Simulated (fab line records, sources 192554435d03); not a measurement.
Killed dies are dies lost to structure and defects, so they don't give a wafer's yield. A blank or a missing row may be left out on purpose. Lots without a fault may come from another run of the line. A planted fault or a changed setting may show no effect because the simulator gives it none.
One fault seen from 2 desks | flow n5_finfet | each desk has only its own numbers; what lay behind them comes last

THE TOOL OWNER'S DESK: rie_diel-02
The tool's own readings at N5_GATE_CUT_ETCH_58 (etches SiNx in CH3F/O2, target depth 17 nm, time 128.6 s): means of the sampled wafers that have a number, for each lot that ran on this tool. A lot is out of limits, marked OUT, if its mean lies more than 4 standard deviations from the usual mean; the brackets give that distance.
Columns: A = bias_w at N5_GATE_CUT_ETCH_58, usual 20.99 W; B = drypump_motor_current_A at N5_GATE_CUT_ETCH_58, usual 5.9 A; C = oes_product_au at N5_GATE_CUT_ETCH_58, usual 0.74 a.u.; D = rf_vpp_V at N5_GATE_CUT_ETCH_58, usual 99.3 V; E = showerhead_plenum_p_Torr at N5_GATE_CUT_ETCH_58, usual 2.01 Torr; F = throttle_valve_pct at N5_GATE_CUT_ETCH_58, usual 16.47 %
lot  | first seen here | A               | B   | C    | D                | E    | F
L460 | day 4 13:45     | 21.01           | 5.8 | 0.72 | 99.0             | 2.00 | 16.47
L461 | day 4 18:43     | 20.98           | 5.8 | 0.73 | 97.9             | 1.98 | 16.54
L462 | day 5 02:04     | 21.00           | 5.9 | 0.73 | 99.6             | 2.02 | 16.49
L473 | day 7 19:23     | 23.83 (+46) OUT | 6.0 | 0.76 | 108.0 (+8.7) OUT | 2.06 | 16.45
L474 | day 8 02:21     | 23.88 (+47) OUT | 5.9 | 0.77 | 108.2 (+8.9) OUT | 2.03 | 16.51
This desk's finding: out of limits on L473, L474; first on L473, day 7 19:23 (bias_w at N5_GATE_CUT_ETCH_58). In limits: L460, L461, L462.

THE METROLOGY DESK
What the gauges read, lot by lot, whatever tool the lot ran on: means of the sampled wafers that have a number. A lot is out of limits, marked OUT, if its mean lies more than 4 standard deviations from the usual mean; the brackets give that distance. Of its 10 readings 7 are shown: those that lie furthest out on some lot.
Columns: A = DIBL_P at N5_BEOL_M4_RC_MEAS_101, usual 37.0 mV/V; B = IOFF_N at N5_BEOL_M4_RC_MEAS_101, usual 0.18 nA/um; C = IOFF_P at N5_BEOL_M4_RC_MEAS_101, usual 0.23 nA/um; D = ION_N at N5_BEOL_M4_RC_MEAS_101, usual 680 uA/um; E = ION_P at N5_BEOL_M4_RC_MEAS_101, usual 466 uA/um; F = VT_N at N5_BEOL_M4_RC_MEAS_101, usual 248 mV; G = VT_P at N5_BEOL_M4_RC_MEAS_101, usual -249 mV
lot  | first seen here | A    | B    | C    | D   | E   | F   | G
L461 | day 8 01:04     | 39.0 | 0.23 | 0.30 | 701 | 478 | 243 | -243
L459 | day 8 09:23     | 36.4 | 0.15 | 0.21 | 680 | 464 | 249 | -251
L460 | day 8 09:34     | 36.4 | 0.16 | 0.20 | 677 | 458 | 250 | -253
L462 | day 9 05:10     | 38.4 | 0.19 | 0.21 | 681 | 459 | 247 | -252
L464 | day 9 11:35     | 39.3 | 0.17 | 0.23 | 683 | 465 | 249 | -250
L465 | day 9 13:09     | 35.8 | 0.19 | 0.21 | 691 | 466 | 249 | -250
L474 | day 11 13:43    | 34.2 | 0.13 | 0.22 | 661 | 462 | 252 | -248
L473 | day 11 14:02    | 36.5 | 0.18 | 0.21 | 682 | 464 | 248 | -250
L478 | day 12 20:40    | 36.0 | 0.18 | 0.23 | 682 | 469 | 247 | -250
This desk's finding: nothing out of limits on any of the 9 lots.

PUT TOGETHER
The tool owner's desk could have raised an alarm at day 7 19:23, on L473, L474.
The metrology desk saw nothing out of limits.
The metrology desk has L473, L474 on record, within its limits.
Of the lots named, all ran N5_GATE_CUT_ETCH_58 on rie_diel-02.

WHAT THE SIMULATOR HAD PUT IN
Process parameter drift: rie_diel-02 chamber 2, from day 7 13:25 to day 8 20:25, at N5_GATE_CUT_ETCH_58. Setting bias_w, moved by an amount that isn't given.
Lots struck among those shown: L473, L474.
Hours from the fault's start to each desk's first reading out of limits: the tool owner's desk, 6.
